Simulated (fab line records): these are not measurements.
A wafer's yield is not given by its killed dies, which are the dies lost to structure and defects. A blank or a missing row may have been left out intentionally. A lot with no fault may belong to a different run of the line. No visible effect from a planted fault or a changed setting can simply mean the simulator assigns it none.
Which tool did it? :: flow n5_finfet :: 24 lots, 72 wafers sampled, at 2 steps of a route of 1938

== WHAT THE GAUGES READ, wafer by wafer ==
N5_BEOL_M5_CD_MEAS_18: pitch 56 nm, target cd 28 nm. Usual: cd_nm reads 28.0 nm (standard deviation 0.36).
lot: L074
measured: day 7 20:32
on: cd_sem-01
cd_nm (nm): 27.5 27.9 27.4
flag: 

lot: L076
measured: day 8 09:23
on: cd_sem-01
cd_nm (nm): 28.1 27.3 27.3
flag: 

lot: L075
measured: day 8 12:17
on: cd_sem-02
cd_nm (nm): 28.4 27.5 27.9
flag: 

lot: L077
measured: day 8 14:56
on: cd_sem-03
cd_nm (nm): 28.3 28.1 27.7
flag: 

lot: L078
measured: day 9 00:51
on: cd_sem-01
cd_nm (nm): 27.7 27.6 28.6
flag: 

lot: L079
measured: day 9 07:29
on: cd_sem-01
cd_nm (nm): 28.2 27.2 27.9
flag: 

lot: L081
measured: day 9 12:24
on: cd_sem-01
cd_nm (nm): 27.9 28.4 28.2
flag: 

lot: L080
measured: day 9 15:59
on: cd_sem-03
cd_nm (nm): 28.2 28.6 27.7
flag: 

lot: L082
measured: day 10 01:43
on: cd_sem-02
cd_nm (nm): 28.6 27.9 28.1
flag: 

lot: L083
measured: day 10 08:47
on: cd_sem-03
cd_nm (nm): 28.1 27.5 28.6
flag: 

lot: L084
measured: day 10 08:57
on: cd_sem-01
cd_nm (nm): 28.3 27.9 28.1
flag: 

lot: L085
measured: day 10 18:23
on: cd_sem-02
cd_nm (nm): 28.0 27.9 28.0
flag: 

lot: L086
measured: day 10 23:37
on: cd_sem-03
cd_nm (nm): 27.6 28.3 27.7
flag: 

lot: L088
measured: day 11 07:43
on: cd_sem-02
cd_nm (nm): 27.9 28.2 28.4
flag: 

lot: L087
measured: day 11 11:01
on: cd_sem-02
cd_nm (nm): 28.5 28.0 28.0
flag: 

lot: L089
measured: day 11 17:14
on: cd_sem-03
cd_nm (nm): 28.8 27.9 28.0
flag: 

lot: L091
measured: day 12 09:53
on: cd_sem-02
cd_nm (nm): 28.7 28.3 28.2
flag: 

lot: L090
measured: day 12 19:09
on: cd_sem-01
cd_nm (nm): 28.5 28.2 28.6
flag: 

lot: L093
measured: day 12 19:20
on: cd_sem-01
cd_nm (nm): 27.8 28.4 27.6
flag: 

lot: L092
measured: day 13 05:55
on: cd_sem-02
cd_nm (nm): 28.1 27.5 28.0
flag: 

lot: L094
measured: day 13 13:11
on: cd_sem-02
cd_nm (nm): 28.8 28.2 27.8
flag: 

lot: L095
measured: day 13 15:58
on: cd_sem-03
cd_nm (nm): 28.4 28.1 28.1
flag: 

lot: L096
measured: day 13 19:11
on: cd_sem-01
cd_nm (nm): 28.2 27.8 28.2
flag: 

lot: L097
measured: day 14 04:05
on: cd_sem-03
cd_nm (nm): 27.6 27.6 28.3
flag: 

== TOOL THAT RAN EACH LOT (tool first, then ch and the chambers of the sampled wafers, then the start) ==
lot: L074
N5_BEOL_M5_HM_OPEN_17: rie_metal-02 ch 0, day 7 20:19

lot: L076
N5_BEOL_M5_HM_OPEN_17: rie_metal-03 ch 0,1, day 8 09:13

lot: L075
N5_BEOL_M5_HM_OPEN_17: rie_metal-03 ch 0,1, day 8 12:06

lot: L077
N5_BEOL_M5_HM_OPEN_17: rie_metal-03 ch 0,1, day 8 14:45

lot: L078
N5_BEOL_M5_HM_OPEN_17: rie_metal-01 ch 0,1, day 9 00:41

lot: L079
N5_BEOL_M5_HM_OPEN_17: rie_metal-02 ch 1, day 9 06:55

lot: L081
N5_BEOL_M5_HM_OPEN_17: rie_metal-03 ch 1, day 9 12:13

lot: L080
N5_BEOL_M5_HM_OPEN_17: rie_metal-03 ch 0,1, day 9 15:46

lot: L082
N5_BEOL_M5_HM_OPEN_17: rie_metal-03 ch 0,1, day 10 01:32

lot: L083
N5_BEOL_M5_HM_OPEN_17: rie_metal-01 ch 0,1, day 10 08:32

lot: L084
N5_BEOL_M5_HM_OPEN_17: rie_metal-03 ch 0,1, day 10 08:46

lot: L085
N5_BEOL_M5_HM_OPEN_17: rie_metal-01 ch 0,1, day 10 18:14

lot: L086
N5_BEOL_M5_HM_OPEN_17: rie_metal-03 ch 0,1, day 10 23:26

lot: L088
N5_BEOL_M5_HM_OPEN_17: rie_metal-02 ch 0,1, day 11 07:31

lot: L087
N5_BEOL_M5_HM_OPEN_17: rie_metal-02 ch 0,1, day 11 10:50

lot: L089
N5_BEOL_M5_HM_OPEN_17: rie_metal-01 ch 0,1, day 11 17:04

lot: L091
N5_BEOL_M5_HM_OPEN_17: rie_metal-01 ch 0,1, day 12 09:44

lot: L090
N5_BEOL_M5_HM_OPEN_17: rie_metal-01 ch 0,1, day 12 18:55

lot: L093
N5_BEOL_M5_HM_OPEN_17: rie_metal-02 ch 0, day 12 19:08

lot: L092
N5_BEOL_M5_HM_OPEN_17: rie_metal-01 ch 0,1, day 13 05:44

lot: L094
N5_BEOL_M5_HM_OPEN_17: rie_metal-01 ch 0,1, day 13 13:00

lot: L095
N5_BEOL_M5_HM_OPEN_17: rie_metal-01 ch 0,1, day 13 15:49

lot: L096
N5_BEOL_M5_HM_OPEN_17: rie_metal-03 ch 0,1, day 13 19:00

lot: L097
N5_BEOL_M5_HM_OPEN_17: rie_metal-02 ch 0,1, day 14 03:54
- N5_BEOL_M5_HM_OPEN_17: chemistry Cl2/BCl3, target TiN, target depth 20 nm, overetch 6 nm.

== WHAT THE TOOLS THEMSELVES READ (means of the sampled wafers that have a number; where no wafer has one, the mark that the record gives instead) ==
N5_BEOL_M5_HM_OPEN_17. Usual: bcl3_flow_sccm 21.74 sccm, standard deviation 0.071; drypump_motor_current_A 5.8 A, standard deviation 0.49; oes_product_au 0.61 a.u., standard deviation 0.082; throttle_valve_pct 22.34 %, standard deviation 0.17.
lot: L074
tool: rie_metal-02
bcl3_flow_sccm (sccm): 21.76
drypump_motor_current_A (A): 5.1
oes_product_au (a.u.): 0.53
throttle_valve_pct (%): 22.61
flag: 

lot: L076
tool: rie_metal-03
bcl3_flow_sccm (sccm): 21.82
drypump_motor_current_A (A): 6.0
oes_product_au (a.u.): 0.58
throttle_valve_pct (%): 22.22
flag: 

lot: L075
tool: rie_metal-03
bcl3_flow_sccm (sccm): 21.76
drypump_motor_current_A (A): 5.6
oes_product_au (a.u.): 0.59
throttle_valve_pct (%): 22.26
flag: 

lot: L077
tool: rie_metal-03
bcl3_flow_sccm (sccm): 21.76
drypump_motor_current_A (A): 5.6
oes_product_au (a.u.): 0.59
throttle_valve_pct (%): 22.24
flag: 

lot: L078
tool: rie_metal-01
bcl3_flow_sccm (sccm): 21.78
drypump_motor_current_A (A): 6.0
oes_product_au (a.u.): 0.59
throttle_valve_pct (%): 22.45
flag: 

lot: L079
tool: rie_metal-02
bcl3_flow_sccm (sccm): 21.83
drypump_motor_current_A (A): 5.9
oes_product_au (a.u.): 0.82
throttle_valve_pct (%): 22.25
flag: 

lot: L081
tool: rie_metal-03
bcl3_flow_sccm (sccm): 21.77
drypump_motor_current_A (A): 5.2
oes_product_au (a.u.): 0.59
throttle_valve_pct (%): 22.28
flag: 

lot: L080
tool: rie_metal-03
bcl3_flow_sccm (sccm): 21.74
drypump_motor_current_A (A): 5.6
oes_product_au (a.u.): 0.59
throttle_valve_pct (%): 22.27
flag: 

lot: L082
tool: rie_metal-03
bcl3_flow_sccm (sccm): 21.66
drypump_motor_current_A (A): 6.0
oes_product_au (a.u.): 0.57
throttle_valve_pct (%): 22.26
flag: 

lot: L083
tool: rie_metal-01
bcl3_flow_sccm (sccm): 21.72
drypump_motor_current_A (A): 6.0
oes_product_au (a.u.): 0.58
throttle_valve_pct (%): 22.46
flag: 

lot: L084
tool: rie_metal-03
bcl3_flow_sccm (sccm): 21.74
drypump_motor_current_A (A): 6.0
oes_product_au (a.u.): 0.56
throttle_valve_pct (%): 22.26
flag: 

lot: L085
tool: rie_metal-01
bcl3_flow_sccm (sccm): 21.71
drypump_motor_current_A (A): 6.0
oes_product_au (a.u.): 0.59
throttle_valve_pct (%): 22.45
flag: 

lot: L086
tool: rie_metal-03
bcl3_flow_sccm (sccm): 21.77
drypump_motor_current_A (A): 5.6
oes_product_au (a.u.): 0.58
throttle_valve_pct (%): 22.28
flag: 

lot: L088
tool: rie_metal-02
bcl3_flow_sccm (sccm): 21.76
drypump_motor_current_A (A): 5.4
oes_product_au (a.u.): 0.61
throttle_valve_pct (%): 22.50
flag: 

lot: L087
tool: rie_metal-02
bcl3_flow_sccm (sccm): 21.75
drypump_motor_current_A (A): 5.6
oes_product_au (a.u.): 0.70
throttle_valve_pct (%): 22.38
flag: 

lot: L089
tool: rie_metal-01
bcl3_flow_sccm (sccm): 21.78
drypump_motor_current_A (A): 6.0
oes_product_au (a.u.): 0.58
throttle_valve_pct (%): 22.47
flag: 

lot: L091
tool: rie_metal-01
bcl3_flow_sccm (sccm): 21.64
drypump_motor_current_A (A): 6.0
oes_product_au (a.u.): 0.59
throttle_valve_pct (%): 22.46
flag: 

lot: L090
tool: rie_metal-01
bcl3_flow_sccm (sccm): 21.78
drypump_motor_current_A (A): 6.0
oes_product_au (a.u.): 0.58
throttle_valve_pct (%): 22.46
flag: 

lot: L093
tool: rie_metal-02
bcl3_flow_sccm (sccm): 21.83
drypump_motor_current_A (A): 5.1
oes_product_au (a.u.): 0.85
throttle_valve_pct (%): 22.13
flag: 

lot: L092
tool: rie_metal-01
bcl3_flow_sccm (sccm): 21.76
drypump_motor_current_A (A): 6.0
oes_product_au (a.u.): 0.58
throttle_valve_pct (%): 22.46
flag: 

lot: L094
tool: rie_metal-01
bcl3_flow_sccm (sccm): 21.76
drypump_motor_current_A (A): 6.0
oes_product_au (a.u.): 0.58
throttle_valve_pct (%): 22.44
flag: 

lot: L095
tool: rie_metal-01
bcl3_flow_sccm (sccm): 21.81
drypump_motor_current_A (A): 6.0
oes_product_au (a.u.): 0.58
throttle_valve_pct (%): 22.47
flag: 

lot: L096
tool: rie_metal-03
bcl3_flow_sccm (sccm): 21.69
drypump_motor_current_A (A): 5.6
oes_product_au (a.u.): 0.57
throttle_valve_pct (%): 22.28
flag: 

lot: L097
tool: rie_metal-02
bcl3_flow_sccm (sccm): 21.76
drypump_motor_current_A (A): 5.4
oes_product_au (a.u.): 0.78
throttle_valve_pct (%): 22.19
flag: 

== THE ANSWER, worked out from the rows above alone ==
Rule: a lot is off if the mean of its wafers that have a number lies more than 3 standard deviations from the usual mean. A lot without any number at a reading at which 4 lots or more have one is off too. Where the step has rows for the other lots, those lots are counted as sound. Order of review: gauges by route order, followed by the tools' own readings, for which a lot's mean as printed above is used. The first step at which some lot is off is used, and at that step the reading that is off furthest; a lot without a number counts as furthest.
No lot is off on any of the readings shown, so nothing can be concluded from this.

== WHAT HAD BEEN PUT IN BY THE SIMULATOR ==
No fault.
